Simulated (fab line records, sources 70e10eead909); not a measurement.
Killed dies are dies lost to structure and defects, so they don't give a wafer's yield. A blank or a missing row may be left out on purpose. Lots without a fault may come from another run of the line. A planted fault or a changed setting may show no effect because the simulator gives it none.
Problem report in the 8D (eight disciplines) form, filled by code | flow nand_harc | the parts of the form that need people (team, actions taken, sign-off) are left out

1. THE PROBLEM
raw_defect_count at NHARC_P_GATE_INSPECT_28 reads a mean of 34.5 on 2 wafers of 2 lots; wafers without a fault read 6.5 with a standard deviation of 3. That is +9.3 standard deviations from the usual mean.
First seen on wafer L940.3, day 6 14:50, on defect_inspect-01. The record holds 36 wafers of 12 lots with a number at this step. Rule for "out", or "out of limits": more than 4 standard deviations from the usual mean. The other wafers with a number count as sound.

2. WHAT IT IS AND WHAT IT IS NOT
question                    | is                | is not
which readings at this step | raw_defect_count  | -
which lots                  | L940, L941        | L933, L934, L935, L936, L937, L938, L944, L949, L953, L954
which wafers of those lots  | L940.3, L941.5    | L940.5, L940.6, L941.1, L941.3
read on which gauges        | defect_inspect-01 | defect_inspect-02
when                        | from day 6 14:50  | up to then (20 sound wafers); but 14 sound wafers of L941, L944, L949, L953, L954 came after

3. SUSPECTS, AND WHAT RULES EACH OUT
Counting: a tool at a process step up to the reading stays a suspect if it ran every lot that is out. Sound lots after the first of them don't rule it out here, since some wafers of a struck lot are sound.
- the gauge at NHARC_P_GATE_INSPECT_28: ruled out. All the wafers that are out were read on defect_inspect-01, but those of them that NHARC_END_SORT_01 has rows for are out there too, on other tools.
- rie_diel-07 at NHARC_P_GATE_DESCUM_13 (chemistry O2, time 3 s): kept. It ran every lot that is out, first L940 (day 6 01:06); its last sound lot up to then is L935 (day 5 00:09).
- pecvd-02 at NHARC_P_GATE_DEP_103 (deposits SiON, target thk 30 nm): kept. It ran every lot that is out, first L940 (day 6 14:01); its last sound lot up to then is L938 (day 6 09:22).
- Within pecvd-02 at NHARC_P_GATE_DEP_103: the wafers that are out ran in chamber 0; their sound lot-mates ran in chambers 1, 2.
Left after counting: rie_diel-07 at NHARC_P_GATE_DESCUM_13, pecvd-02 at NHARC_P_GATE_DEP_103.

4. THE CAUSE (what the simulator had put in)
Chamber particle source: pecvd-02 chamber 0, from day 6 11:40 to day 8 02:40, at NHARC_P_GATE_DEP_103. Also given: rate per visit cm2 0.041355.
Counting left 2 suspects, and this tool is among them.

5. THE CHAIN OF EFFECTS, in route order
Each row: a reading whose mean over the struck wafers that have a number lies more than 3 standard deviations from the usual. Only readings for which the record gives a usual standard deviation are gone through. hours: the time from each lot's start at the first step in this table that gives one to its start at this step, as a median over the lots. sigmas: the change in usual standard deviations.
hours | step                    | reading             | usual | on struck wafers | change | sigmas
0     | NHARC_P_GATE_INSPECT_28 | raw_defect_count    | 6.5   | 34.5             | +28.0  | +9.3
427   | NHARC_END_SORT_01       | killed_at_periphery | 3.2   | 19.5             | +16.3  | +6.8

6. WHAT WOULD HAVE CAUGHT IT SOONER
In this record the first reading out of limits at a measuring or inspecting step was taken at day 6 14:50, 3 hours after the fault began at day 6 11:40.
Of the tool readings at NHARC_P_GATE_DEP_103 for which the record gives a usual standard deviation, none was out on any struck wafer, so an alarm limit of 4 standard deviations on them would not have fired.
Of the lots that are out (2), L941 began NHARC_P_GATE_DEP_103 on pecvd-02 after day 6 14:50. A hold on the tool at that time would have spared it.
